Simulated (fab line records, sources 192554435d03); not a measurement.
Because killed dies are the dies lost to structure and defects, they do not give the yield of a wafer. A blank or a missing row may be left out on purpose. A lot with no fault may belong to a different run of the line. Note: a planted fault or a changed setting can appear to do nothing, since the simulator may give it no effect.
Split-lot trial	flow n5 finfet	21 wafers read across 7 lots, on a route 1938 steps long

THE SPLIT ITSELF
At N5_BEOL_M9_COAT_22 (resist thk 30 nm), the setting spin rpm was moved away from the recipe's 1500 rpm on 6 of the 21 wafers read, by +3.2% to +10.5%. For the rest of the wafers, this setting stayed at what the recipe calls for.

FROM THE SPLIT TO THE READING: what the file shows between them, 2 steps
- N5_BEOL_M9_EBR_24
- N5_BEOL_M9_SOFTBAKE_23: time 60 s

THE READING
CAR-EUV_of_BEOL_M9_COAT_22.thk nm (the simulator's own value, which no gauge read), in nm, at N5_BEOL_M9_DESCUM_33 (chemistry O2, time 7 s). No usual value for it is given in the file. The 15 wafers here that ran the recipe average 26.1 nm, standard deviation 0.094 nm.

wafer	tool, chamber at the split	spin rpm as run, rpm	against the recipe	CAR-EUV_of_BEOL_M9_COAT_22.thk nm, nm	against lot-mates on the recipe
L075.1	litho track-02, 0	1500	recipe	26	-
L075.3	litho track-02, 0	1569	+4.6%	25.4	-0.6
L075.4	litho track-02, 0	1569	+4.6%	25.2	-0.8
L084.3	litho track-02, 0	1500	recipe	26.2	-
L084.4	litho track-02, 0	1500	recipe	26.2	-
L084.6	litho track-02, 0	1500	recipe	26.2	-
L083.1	litho track-04, 0	1500	recipe	26.2	-
L083.6	litho track-04, 0	1500	recipe	26.2	-
L083.2	litho track-04, 0	1500	recipe	26	-
L089.1	litho track-04, 0	1500	recipe	26	-
L089.2	litho track-04, 0	1632	+8.8%	24.8	-1.3
L089.4	litho track-04, 0	1500	recipe	26.2	-
L091.4	litho track-03, 0	1500	recipe	26	-
L091.6	litho track-03, 0	1500	recipe	26	-
L091.5	litho track-03, 0	1548	+3.2%	25.6	-0.4
L095.3	litho track-02, 0	1500	recipe	26.2	-
L095.4	litho track-02, 0	1658	+10.5%	24.6	-1.6
L095.5	litho track-02, 0	1658	+10.5%	24.6	-1.6
L097.2	litho track-02, 0	1500	recipe	26.2	-
L097.4	litho track-02, 0	1500	recipe	26.2	-
L097.5	litho track-02, 0	1500	recipe	26.2	-

THE FIT
A straight line over all 21 wafers: CAR-EUV_of_BEOL_M9_COAT_22.thk nm changes by -0.15 nm for each +1% of spin rpm; r = -0.98; the points scatter about the line by 0.1 nm.
The same after taking each lot's own level away (the mean of its wafers on the recipe; 21 wafers): -0.151 nm for each +1%; r = -0.99; scatter 0.063 nm.
Per that fit: largest spin rpm move, reading shift of 1.6 nm.
Across the lots, their own levels run from 26.00 to 26.20 nm, a range of 2.1 times the standard deviation given above.
So the lot-to-lot level changes the slope little: the two slopes agree.
Check: with one of the wafers moved furthest among these (+10.5%) left out of the fit, the line predicts -1.58 nm for it against its lot-mates. Against them it came out at -1.6 nm.

ADDITIONAL SPLITS CARRIED BY THESE WAFERS
Note: prior to the reading, these wafers also went through further splits. Each is held against what the fit with the lots' levels taken away leaves over:
other split on the same wafers	wafers away from the commonest value	r with CAR-EUV_of_BEOL_M9_COAT_22.thk nm (lot level and that fit taken away)
N5_BEOL_M7_COAT_05 spin rpm	8	+0.01
N5_BEOL_M8_COAT_63 spin rpm	8	-0.03
N5_BEOL_M8_DESCUM_33 time s	6	+0.02

THE WHOLE CHAIN: every reading that the file lists as answering this split, in the file's order
step	what it does	reading	change (the file's fit)	r (the file's)
N5_BEOL_M9_COAT_22	resist thk 30 nm	CAR-EUV_of_BEOL_M9_COAT_22.thk nm (the simulator's own value, which no gauge read)	-0.139 nm for each +1% of the setting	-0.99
N5_BEOL_M9_DESCUM_33	chemistry O2, time 7 s	CAR-EUV_of_BEOL_M9_COAT_22.thk nm (the simulator's own value, which no gauge read)	-0.149 nm for each +1% of the setting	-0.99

THE FILE'S OWN FIT
CAR-EUV_of_BEOL_M9_COAT_22.thk nm changes by -0.149 nm for each +1% of spin rpm, r = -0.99.
